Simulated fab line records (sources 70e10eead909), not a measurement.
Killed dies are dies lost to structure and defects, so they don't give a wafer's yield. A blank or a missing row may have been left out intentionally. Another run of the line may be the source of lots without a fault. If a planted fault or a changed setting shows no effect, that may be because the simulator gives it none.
Chamber matching / flow nand_harc / rie_diel-06 running NHARC_P_GATE_DESCUM_13: 4 sister chambers
The step chemistry O2, time 3 s. 14 wafers are shown with their chamber, then 7 later ones without.

== WAFERS WITH THEIR CHAMBER ==
wafer=L749.2; chamber=3; drypump_motor_current_A (A)=6.1; showerhead_plenum_p_Torr (Torr)=1.83; oes_product_au (a.u.)=0.996
wafer=L749.3; chamber=2; drypump_motor_current_A (A)=5.6; showerhead_plenum_p_Torr (Torr)=1.79; oes_product_au (a.u.)=1.018
wafer=L749.6; chamber=0; drypump_motor_current_A (A)=5.6; showerhead_plenum_p_Torr (Torr)=1.84; oes_product_au (a.u.)=1.002
wafer=L748.2; chamber=2; drypump_motor_current_A (A)=5.5; showerhead_plenum_p_Torr (Torr)=1.79; oes_product_au (a.u.)=1.018
wafer=L748.3; chamber=1; drypump_motor_current_A (A)=5.0; showerhead_plenum_p_Torr (Torr)=1.88; oes_product_au (a.u.)=1.019
wafer=L748.5; chamber=3; drypump_motor_current_A (A)=6.1; showerhead_plenum_p_Torr (Torr)=1.83; oes_product_au (a.u.)=0.995
wafer=L752.3; chamber=0; drypump_motor_current_A (A)=5.7; showerhead_plenum_p_Torr (Torr)=1.83; oes_product_au (a.u.)=0.996
wafer=L752.4; chamber=1; drypump_motor_current_A (A)=5.0; showerhead_plenum_p_Torr (Torr)=1.88; oes_product_au (a.u.)=1.006
wafer=L752.5; chamber=0; drypump_motor_current_A (A)=5.7; showerhead_plenum_p_Torr (Torr)=1.83; oes_product_au (a.u.)=0.994
wafer=L754.2; chamber=3; drypump_motor_current_A (A)=6.1; showerhead_plenum_p_Torr (Torr)=1.82; oes_product_au (a.u.)=0.995
wafer=L754.4; chamber=0; drypump_motor_current_A (A)=5.7; showerhead_plenum_p_Torr (Torr)=1.83; oes_product_au (a.u.)=1.008
wafer=L754.6; chamber=0; drypump_motor_current_A (A)=5.7; showerhead_plenum_p_Torr (Torr)=1.83; oes_product_au (a.u.)=1.013
wafer=L757.3; chamber=1; drypump_motor_current_A (A)=5.0; showerhead_plenum_p_Torr (Torr)=1.87; oes_product_au (a.u.)=1.006
wafer=L757.4; chamber=0; drypump_motor_current_A (A)=5.7; showerhead_plenum_p_Torr (Torr)=1.83; oes_product_au (a.u.)=1.015

SIGNATURES, as means of the wafers listed above
reading=drypump_motor_current_A; chamber 0=5.683; chamber 1=5.000; chamber 2=5.550; chamber 3=6.100; scatter within a chamber=0.0365
reading=showerhead_plenum_p_Torr; chamber 0=1.8317; chamber 1=1.8767; chamber 2=1.7900; chamber 3=1.8267; scatter within a chamber=0.00465
reading=oes_product_au; chamber 0=1.00467; chamber 1=1.01033; chamber 2=1.01800; chamber 3=0.99533; scatter within a chamber=0.00705
Rule: distance of a wafer from a chamber = root of the sum over the readings of ((wafer's reading minus chamber's mean) / reading's scatter) squared. If the next closest chamber is less than 2 further off than the closest, the wafer can't be placed; otherwise it belongs to the closest. How the scatter is found: for the shown wafers, subtract from each reading the mean of its chamber, square and add these, divide the total by (wafers less chambers), then take the root.

== WAFERS WITHOUT THEIR CHAMBER ==
wafer=L757.5; drypump_motor_current_A (A)=5.6; showerhead_plenum_p_Torr (Torr)=1.78; oes_product_au (a.u.)=1.017
wafer=L761.2; drypump_motor_current_A (A)=5.7; showerhead_plenum_p_Torr (Torr)=1.83; oes_product_au (a.u.)=0.999
wafer=L761.5; drypump_motor_current_A (A)=6.1; showerhead_plenum_p_Torr (Torr)=1.82; oes_product_au (a.u.)=0.992
wafer=L761.6; drypump_motor_current_A (A)=5.7; showerhead_plenum_p_Torr (Torr)=1.83; oes_product_au (a.u.)=0.998
wafer=L767.3; drypump_motor_current_A (A)=5.5; showerhead_plenum_p_Torr (Torr)=1.77; oes_product_au (a.u.)=1.012
wafer=L767.4; drypump_motor_current_A (A)=5.7; showerhead_plenum_p_Torr (Torr)=1.83; oes_product_au (a.u.)=0.993
wafer=L767.5; drypump_motor_current_A (A)=6.1; showerhead_plenum_p_Torr (Torr)=1.82; oes_product_au (a.u.)=0.990

== WHICH CHAMBER EACH ONE RAN IN ==
wafer=L757.5; from the rows above=2; in truth=2
wafer=L761.2; from the rows above=0; in truth=0
wafer=L761.5; from the rows above=3; in truth=3
wafer=L761.6; from the rows above=0; in truth=0
wafer=L767.3; from the rows above=2; in truth=2
wafer=L767.4; from the rows above=0; in truth=0
wafer=L767.5; from the rows above=3; in truth=3
Correctly placed: 7 of 7. From these rows, 0 cannot be placed. 0 placed wrongly.
